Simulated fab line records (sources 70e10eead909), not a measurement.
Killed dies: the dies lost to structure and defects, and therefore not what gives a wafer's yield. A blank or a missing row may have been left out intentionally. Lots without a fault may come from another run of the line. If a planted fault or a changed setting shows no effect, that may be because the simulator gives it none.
Which of the tools did it? :: flow nandHarc :: Sampling: 12 lots, 36 wafers, 6 of 1302 route steps

WHAT EACH GAUGE READ, for each wafer
NHARC_A_ONON_D2_THK_MEAS_14: measures by ellipsometry.
lot: L320
measured: day 13 01:00
on: filmMetro-02
thkNm (nm): 1012 1010 1013

lot: L319
measured: day 13 00:59
on: filmMetro-01
thkNm (nm): 1008 1007 1010

lot: L321
measured: day 13 17:09
on: filmMetro-02
thkNm (nm): 1010 1012 1010

lot: L322
measured: day 14 05:44
on: filmMetro-02
thkNm (nm): 1000 997 998

lot: L323
measured: day 14 05:52
on: filmMetro-01
thkNm (nm): 999 998 998

lot: L325
measured: day 14 21:17
on: filmMetro-02
thkNm (nm): 994 994 995

lot: L327
measured: day 15 22:55
on: filmMetro-01
thkNm (nm): 1010 1011 1012

lot: L328
measured: day 16 10:51
on: filmMetro-02
thkNm (nm): 1451 1455 1452

lot: L330
measured: day 16 23:12
on: filmMetro-01
thkNm (nm): 1444 1444 1445

lot: L338
measured: day 20 01:23
on: filmMetro-02
thkNm (nm): 1008 1007 1009

lot: L339
measured: day 21 01:04
on: filmMetro-01
thkNm (nm): 993 995 994

lot: L340
measured: day 21 02:55
on: filmMetro-01
thkNm (nm): 1000 1001 999

NHARC_END_SORT_01.
lot: L328
measured: day 28 19:49
on: prober-01
killedAtArray: 666 672 669
killedAtOther: 5 2 1
killedAtPeriphery: 6 3 7
killedDies: 677 677 677
killedOpen: 3 5 3
killedShort: 3 1 4

lot: L330
measured: day 29 05:31
on: prober-02
killedAtArray: 676 673 675
killedAtOther: 1 1 2
killedAtPeriphery: 0 3 0
killedDies: 677 677 677
killedOpen: 3 3 3
killedShort: 2 5 8

WHAT TOOL EACH LOT RAN ON (gives the tool, then ch and the chambers of the sampled wafers, and finally the start)
lot: L320
NHARC_A_CHANNEL_HOLE_D1_ETCH_44: rieDiel-07 ch 0,1,3, day 9 11:55
NHARC_A_CHANNEL_HOLE_D1_XSEM_31: xsem-01 ch 0, day 9 12:54
NHARC_A_CHANNEL_FILL_D1_CMP_10: cmp-03 ch 1,2,3, day 11 12:38
NHARC_A_ONON_D2_DEP_12: pecvdOnon-04 ch 0, day 13 00:29

lot: L319
NHARC_A_CHANNEL_HOLE_D1_ETCH_44: rieDiel-07 ch 1,3, day 9 13:17
NHARC_A_CHANNEL_HOLE_D1_XSEM_31: xsem-02 ch 0, day 9 14:19
NHARC_A_CHANNEL_FILL_D1_CMP_10: cmp-03 ch 0,1,2, day 11 16:17
NHARC_A_ONON_D2_DEP_12: pecvdOnon-03 ch 0, day 13 00:35

lot: L321
NHARC_A_CHANNEL_HOLE_D1_ETCH_44: rieDiel-07 ch 0,2,3, day 10 03:08
NHARC_A_CHANNEL_HOLE_D1_XSEM_31: xsem-02 ch 0, day 10 04:02
NHARC_A_CHANNEL_FILL_D1_CMP_10: cmp-03 ch 0,1,2, day 12 04:35
NHARC_A_ONON_D2_DEP_12: pecvdOnon-03 ch 0, day 13 16:38

lot: L322
NHARC_A_CHANNEL_HOLE_D1_ETCH_44: rieDiel-07 ch 1,2,3, day 10 10:18
NHARC_A_CHANNEL_HOLE_D1_XSEM_31: xsem-01 ch 0, day 10 11:11
NHARC_A_CHANNEL_FILL_D1_CMP_10: cmp-03 ch 0,2,3, day 12 12:42
NHARC_A_ONON_D2_DEP_12: pecvdOnon-03 ch 0, day 14 05:17

lot: L323
NHARC_A_CHANNEL_HOLE_D1_ETCH_44: rieDiel-06 ch 0,2, day 10 11:29
NHARC_A_CHANNEL_HOLE_D1_XSEM_31: xsem-02 ch 0, day 10 12:23
NHARC_A_CHANNEL_FILL_D1_CMP_10: cmp-02 ch 0,1,2, day 12 19:01
NHARC_A_ONON_D2_DEP_12: pecvdOnon-01 ch 0, day 14 05:22

lot: L325
NHARC_A_CHANNEL_HOLE_D1_ETCH_44: rieDiel-07 ch 1,2,3, day 11 03:37
NHARC_A_CHANNEL_HOLE_D1_XSEM_31: xsem-02 ch 0, day 11 04:31
NHARC_A_CHANNEL_FILL_D1_CMP_10: cmp-04 ch 0,1,2, day 13 04:43
NHARC_A_ONON_D2_DEP_12: pecvdOnon-04 ch 0, day 14 20:46

lot: L327
NHARC_A_CHANNEL_HOLE_D1_ETCH_44: rieDiel-07 ch 1,2,3, day 12 05:54
NHARC_A_CHANNEL_HOLE_D1_XSEM_31: xsem-01 ch 0, day 12 06:50
NHARC_A_CHANNEL_FILL_D1_CMP_10: cmp-03 ch 0,2,3, day 14 09:04
NHARC_A_ONON_D2_DEP_12: pecvdOnon-04 ch 0, day 15 22:24

lot: L328
NHARC_A_CHANNEL_HOLE_D1_ETCH_44: rieDiel-07 ch 1,2, day 12 14:05
NHARC_A_CHANNEL_HOLE_D1_XSEM_31: xsem-01 ch 0, day 12 14:58
NHARC_A_CHANNEL_FILL_D1_CMP_10: cmp-04 ch 1,2,3, day 14 17:06
NHARC_A_ONON_D2_DEP_12: pecvdOnon-04 ch 0, day 16 10:24

lot: L330
NHARC_A_CHANNEL_HOLE_D1_ETCH_44: rieDiel-09 ch 0,1,2, day 13 05:28
NHARC_A_CHANNEL_HOLE_D1_XSEM_31: xsem-02 ch 0, day 13 06:21
NHARC_A_CHANNEL_FILL_D1_CMP_10: cmp-02 ch 0,2, day 15 06:50
NHARC_A_ONON_D2_DEP_12: pecvdOnon-04 ch 0, day 16 22:44

lot: L338
NHARC_A_CHANNEL_HOLE_D1_ETCH_44: rieDiel-07 ch 1,2,3, day 16 09:22
NHARC_A_CHANNEL_HOLE_D1_XSEM_31: xsem-01 ch 0, day 16 10:14
NHARC_A_CHANNEL_FILL_D1_CMP_10: cmp-02 ch 2,3, day 18 11:14
NHARC_A_ONON_D2_DEP_12: pecvdOnon-04 ch 0, day 20 00:53

lot: L339
NHARC_A_CHANNEL_HOLE_D1_ETCH_44: rieDiel-07 ch 0,2, day 17 09:26
NHARC_A_CHANNEL_HOLE_D1_XSEM_31: xsem-01 ch 0, day 17 10:18
NHARC_A_CHANNEL_FILL_D1_CMP_10: cmp-04 ch 0,1,3, day 19 10:48
NHARC_A_ONON_D2_DEP_12: pecvdOnon-01 ch 0, day 21 00:34

lot: L340
NHARC_A_CHANNEL_HOLE_D1_ETCH_44: rieDiel-09 ch 0,1,2, day 17 13:36
NHARC_A_CHANNEL_HOLE_D1_XSEM_31: xsem-02 ch 0, day 17 14:29
NHARC_A_CHANNEL_FILL_D1_CMP_10: cmp-03 ch 0,1,2, day 19 14:29
NHARC_A_ONON_D2_DEP_12: pecvdOnon-04 ch 0, day 21 02:25
- NHARC_A_CHANNEL_HOLE_D1_ETCH_44: etches the open film in CF4/O2, target depth 140 nm, overetch 14 nm, time 77 s.
- NHARC_A_CHANNEL_HOLE_D1_XSEM_31
- NHARC_A_CHANNEL_FILL_D1_CMP_10: polishes, target thk 150 nm.
- NHARC_A_ONON_D2_DEP_12: target thk 1000 nm.

AS READ BY THE TOOLS THEMSELVES (means over the sampled wafers that have a number; for cases with no such wafer, the mark the record gives instead)
NHARC_A_CHANNEL_HOLE_D1_ETCH_44.
lot: L320
tool: rieDiel-07
drypumpMotorCurrentA (A): 6.2
mfcArSccm (sccm): 0.021
oesProductAu (a.u.): 0.986
rfVppV (V): 198.9
showerheadPlenumPTorr (Torr): 1.38
throttleValvePct (%): 13.394

lot: L319
tool: rieDiel-07
drypumpMotorCurrentA (A): 6.2
mfcArSccm (sccm): 0.015
oesProductAu (a.u.): 0.996
rfVppV (V): 198.2
showerheadPlenumPTorr (Torr): 1.36
throttleValvePct (%): 13.399

lot: L321
tool: rieDiel-07
drypumpMotorCurrentA (A): 6.0
mfcArSccm (sccm): 0.009
oesProductAu (a.u.): 0.994
rfVppV (V): 199.1
showerheadPlenumPTorr (Torr): 1.35
throttleValvePct (%): 13.399

lot: L322
tool: rieDiel-07
drypumpMotorCurrentA (A): 6.1
mfcArSccm (sccm): 0.017
oesProductAu (a.u.): 1.005
rfVppV (V): 196.6
showerheadPlenumPTorr (Torr): 1.32
throttleValvePct (%): 13.390

lot: L323
tool: rieDiel-06
drypumpMotorCurrentA (A): 5.5
mfcArSccm (sccm): 0.000
oesProductAu (a.u.): 0.988
rfVppV (V): 197.7
showerheadPlenumPTorr (Torr): 1.37
throttleValvePct (%): 13.398

lot: L325
tool: rieDiel-07
drypumpMotorCurrentA (A): 6.1
mfcArSccm (sccm): 0.017
oesProductAu (a.u.): 1.008
rfVppV (V): 197.4
showerheadPlenumPTorr (Torr): 1.32
throttleValvePct (%): 13.404

lot: L327
tool: rieDiel-07
drypumpMotorCurrentA (A): 6.1
mfcArSccm (sccm): 0.017
oesProductAu (a.u.): 1.002
rfVppV (V): 197.1
showerheadPlenumPTorr (Torr): 1.32
throttleValvePct (%): 13.389

lot: L328
tool: rieDiel-07
drypumpMotorCurrentA (A): 6.2
mfcArSccm (sccm): 0.032
oesProductAu (a.u.): 0.999
rfVppV (V): 198.3
showerheadPlenumPTorr (Torr): 1.31
throttleValvePct (%): 13.393

lot: L330
tool: rieDiel-09
drypumpMotorCurrentA (A): 5.6
mfcArSccm (sccm): 0.009
oesProductAu (a.u.): 1.016
rfVppV (V): 197.8
showerheadPlenumPTorr (Torr): 1.34
throttleValvePct (%): 13.391

lot: L338
tool: rieDiel-07
drypumpMotorCurrentA (A): 6.1
mfcArSccm (sccm): 0.017
oesProductAu (a.u.): 1.003
rfVppV (V): 197.7
showerheadPlenumPTorr (Torr): 1.32
throttleValvePct (%): 13.399

lot: L339
tool: rieDiel-07
drypumpMotorCurrentA (A): 5.8
mfcArSccm (sccm): 0.012
oesProductAu (a.u.): 1.001
rfVppV (V): 197.2
showerheadPlenumPTorr (Torr): 1.30
throttleValvePct (%): 13.393

lot: L340
tool: rieDiel-09
drypumpMotorCurrentA (A): 5.6
mfcArSccm (sccm): 0.009
oesProductAu (a.u.): 1.014
rfVppV (V): 197.4
showerheadPlenumPTorr (Torr): 1.33
throttleValvePct (%): 13.392

NHARC_A_CHANNEL_HOLE_D1_XSEM_31.
lot: L320
tool: xsem-01
botCdNm (nm): 73.1
bowNm (nm): 8.95
tiltDeg (degrees): 0.07

lot: L319
tool: xsem-02
botCdNm (nm): 74.5
bowNm (nm): 8.45
tiltDeg (degrees): 0.06

lot: L321
tool: xsem-02
botCdNm (nm): 73.2
bowNm (nm): 8.85
tiltDeg (degrees): 0.07

lot: L322
tool: xsem-01
botCdNm (nm): 73.6
bowNm (nm): 8.85
tiltDeg (degrees): 0.02

lot: L323
tool: xsem-02
botCdNm (nm): 77.5
bowNm (nm): 9.26
tiltDeg (degrees): 0.08

lot: L325
tool: xsem-02
botCdNm (nm): 73.6
bowNm (nm): 8.51
tiltDeg (degrees): 0.07

lot: L327
tool: xsem-01
botCdNm (nm): 73.5
bowNm (nm): 8.68
tiltDeg (degrees): 0.00

lot: L328
tool: xsem-01
botCdNm (nm): 74.5
bowNm (nm): 8.30
tiltDeg (degrees): 0.05

lot: L330
tool: xsem-02
botCdNm (nm): 73.8
bowNm (nm): 8.79
tiltDeg (degrees): 0.07

lot: L338
tool: xsem-01
botCdNm (nm): 76.3
bowNm (nm): 8.30
tiltDeg (degrees): 0.05

lot: L339
tool: xsem-01
botCdNm (nm): 72.9
bowNm (nm): 8.67
tiltDeg (degrees): 0.13

lot: L340
tool: xsem-02
botCdNm (nm): 75.8
bowNm (nm): 8.38
tiltDeg (degrees): 0.08

NHARC_A_CHANNEL_FILL_D1_CMP_10.
lot: L320
tool: cmp-03
motorCurrentA (A): 12.3
slurryFilterDpKPa (kPa): 13.61
timeToEndpointS (s): 20

lot: L319
tool: cmp-03
motorCurrentA (A): 11.7
slurryFilterDpKPa (kPa): 13.53
timeToEndpointS (s): 18

lot: L321
tool: cmp-03
motorCurrentA (A): 12.1
slurryFilterDpKPa (kPa): 13.37
timeToEndpointS (s): 15

lot: L322
tool: cmp-03
motorCurrentA (A): 11.1
slurryFilterDpKPa (kPa): 13.48
timeToEndpointS (s): 15

lot: L323
tool: cmp-02
motorCurrentA (A): 11.8
slurryFilterDpKPa (kPa): 13.40
timeToEndpointS (s): 20

lot: L325
tool: cmp-04
motorCurrentA (A): 11.6
slurryFilterDpKPa (kPa): 13.61
timeToEndpointS (s): 13

lot: L327
tool: cmp-03
motorCurrentA (A): 11.6
slurryFilterDpKPa (kPa): 13.54
timeToEndpointS (s): 15

lot: L328
tool: cmp-04
motorCurrentA (A): 10.9
slurryFilterDpKPa (kPa): 13.43
timeToEndpointS (s): 13

lot: L330
tool: cmp-02
motorCurrentA (A): 11.4
slurryFilterDpKPa (kPa): 13.42
timeToEndpointS (s): 17

lot: L338
tool: cmp-02
motorCurrentA (A): 12.6
slurryFilterDpKPa (kPa): 13.62
timeToEndpointS (s): 12

lot: L339
tool: cmp-04
motorCurrentA (A): 11.6
slurryFilterDpKPa (kPa): 13.41
timeToEndpointS (s): 16

lot: L340
tool: cmp-03
motorCurrentA (A): 11.9
slurryFilterDpKPa (kPa): 13.50
timeToEndpointS (s): 14

NHARC_A_ONON_D2_DEP_12.
lot: L320
tool: pecvdOnon-04
susceptorTempC (C): 400.09

lot: L319
tool: pecvdOnon-03
susceptorTempC (C): 399.92

lot: L321
tool: pecvdOnon-03
susceptorTempC (C): 399.71

lot: L322
tool: pecvdOnon-03
susceptorTempC (C): 399.83

lot: L323
tool: pecvdOnon-01
susceptorTempC (C): 400.14

lot: L325
tool: pecvdOnon-04
susceptorTempC (C): 399.88

lot: L327
tool: pecvdOnon-04
susceptorTempC (C): 399.75

lot: L328
tool: pecvdOnon-04
susceptorTempC (C): 400.00

lot: L330
tool: pecvdOnon-04
susceptorTempC (C): 399.72

lot: L338
tool: pecvdOnon-04
susceptorTempC (C): 400.25

lot: L339
tool: pecvdOnon-01
susceptorTempC (C): 400.07

lot: L340
tool: pecvdOnon-04
susceptorTempC (C): 399.93

THE ANSWER, worked out from the rows above alone
Rule: usual is defined by the lots themselves. Put in order of their means at a reading, lots are off if they are a third of the lots or fewer, leave a main group of 4 or more, and stand apart from it by a gap of 3 or more times the standard deviation of the main group's means; of several such gaps the widest counts. The tables above print the reading to a certain number of digits; a main group whose means all agree to those digits is not used. A lot without any number at a reading at which 4 lots or more have one is off too. The other lots that the step has rows for count as sound. After the gauges, taken in route order, come the tools' own readings; for these a lot's mean is taken, as printed above. At the first step where some lot is off, the reading lying furthest off is the one used; lots without a number count as furthest.
Off: L328, L330, at NHARC_A_ONON_D2_THK_MEAS_14 (thkNm). For the main group the mean is 1003 nm and the standard deviation 6.8.
If a tool, at a process step before that reading, ran all the lots that are off and no sound lot after the first of them, it fits. Gauges at NHARC_A_ONON_D2_THK_MEAS_14: tried the same way as those tools. None of those tried fits.

WHAT THE SIMULATOR PUT IN
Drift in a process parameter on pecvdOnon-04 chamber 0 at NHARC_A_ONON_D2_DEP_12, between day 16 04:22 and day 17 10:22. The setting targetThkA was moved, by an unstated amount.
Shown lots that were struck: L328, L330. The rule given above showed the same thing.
